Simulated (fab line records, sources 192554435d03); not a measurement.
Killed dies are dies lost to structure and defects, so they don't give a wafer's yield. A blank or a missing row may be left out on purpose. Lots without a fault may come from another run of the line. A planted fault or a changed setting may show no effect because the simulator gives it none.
One fault seen from 3 desks | flow n5_finfet | each desk has only its own numbers; what lay behind them comes last

THE DEFECT DESK
What the inspections along the route counted, lot by lot: means of the sampled wafers that have a number. A lot is out of limits, marked OUT, if its mean lies more than 4 standard deviations from the usual mean; the brackets give that distance.
Columns: A = raw_defect_count at N5_BEOL_M10_INSPECT_30, usual 401
lot  | first seen here | A
L414 | day 10 16:25    | 613
L419 | day 12 06:17    | 331
L424 | day 14 03:48    | 406
L422 | day 14 06:45    | 466
L432 | day 15 14:47    | 349
L431 | day 16 07:31    | 389
This desk's finding: nothing out of limits on any of the 6 lots.

THE TOOL OWNER'S DESK: rie_diel-02
The tool's own readings at N5_BEOL_M10_VIA_ETCH_34 (etches SiCOH lowk in C4F6/O2, target depth 184.5 nm, time 69.2 s): means of the sampled wafers that have a number, for each lot that ran on this tool. A lot is out of limits, marked OUT, if its mean lies more than 4 standard deviations from the usual mean; the brackets give that distance. Of its 9 readings 7 are shown: the one that was out of limits first, and those that lie furthest out on some lot.
Columns: A = drypump_motor_current_A at N5_BEOL_M10_VIA_ETCH_34, usual 6.0 A; B = oes_f_703_au at N5_BEOL_M10_VIA_ETCH_34, usual 0.76 a.u.; C = oes_o_777_au at N5_BEOL_M10_VIA_ETCH_34, usual 0.76 a.u.; D = oes_product_au at N5_BEOL_M10_VIA_ETCH_34, usual 0.77 a.u.; E = rf_fwd_power_W at N5_BEOL_M10_VIA_ETCH_34, usual 342.2 W; F = rf_vpp_V at N5_BEOL_M10_VIA_ETCH_34, usual 672 V; G = showerhead_plenum_p_Torr at N5_BEOL_M10_VIA_ETCH_34, usual 2.85 Torr
lot  | first seen here | A   | B    | C    | D    | E               | F              | G
L414 | day 10 16:40    | 6.4 | 0.78 | 0.77 | 0.76 | 341.6           | 656            | 2.95
L419 | day 12 06:41    | 5.8 | 0.73 | 0.74 | 0.73 | 341.3           | 674            | 2.83
L424 | day 14 04:02    | 6.0 | 0.52 | 0.54 | 0.69 | 258.6 (-70) OUT | 782 (+10) OUT  | 2.84
L422 | day 14 06:59    | 6.2 | 0.53 | 0.56 | 0.70 | 259.0 (-69) OUT | 774 (+9.3) OUT | 2.89
This desk's finding: out of limits on L422, L424; first on L424, day 14 04:02 (rf_fwd_power_W at N5_BEOL_M10_VIA_ETCH_34). In limits: L414, L419.

THE METROLOGY DESK
What the gauges read, lot by lot, whatever tool the lot ran on: means of the sampled wafers that have a number. A lot is out of limits, marked OUT, if its mean lies more than 4 standard deviations from the usual mean; the brackets give that distance.
Columns: A = cd_nm at N5_BEOL_M10_CD_MEAS_28, usual 69.9 nm; B = V9_OVL at N5_BEOL_M10_OVL_MEAS_29, usual 0.5 nm
lot  | first seen here | A    | B
L414 | day 10 16:22    | 70.3 | 0.7
L419 | day 12 06:14    | 69.7 | 0.4
L424 | day 14 03:44    | 68.6 | 1.4
L422 | day 14 06:41    | 70.0 | 0.7
L432 | day 15 14:44    | 70.1 | 0.9
L431 | day 16 07:28    | 68.9 | 0.8
This desk's finding: nothing out of limits on any of the 6 lots.

PUT TOGETHER
The tool owner's desk could have raised an alarm at day 14 04:02, on L422, L424.
The defect desk saw nothing out of limits.
The metrology desk saw nothing out of limits.
The defect desk has L422, L424 on record, within its limits.
The metrology desk has L422, L424 on record, within its limits.
Of the lots named, all ran N5_BEOL_M10_VIA_ETCH_34 on rie_diel-02.

WHAT THE SIMULATOR HAD PUT IN
Process parameter drift: rie_diel-02, from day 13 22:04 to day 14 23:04, at N5_BEOL_M10_VIA_ETCH_34. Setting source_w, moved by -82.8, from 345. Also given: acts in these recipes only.
Lots struck among those shown: L422, L424.
Hours from the fault's start to each desk's first reading out of limits: the tool owner's desk, 6.
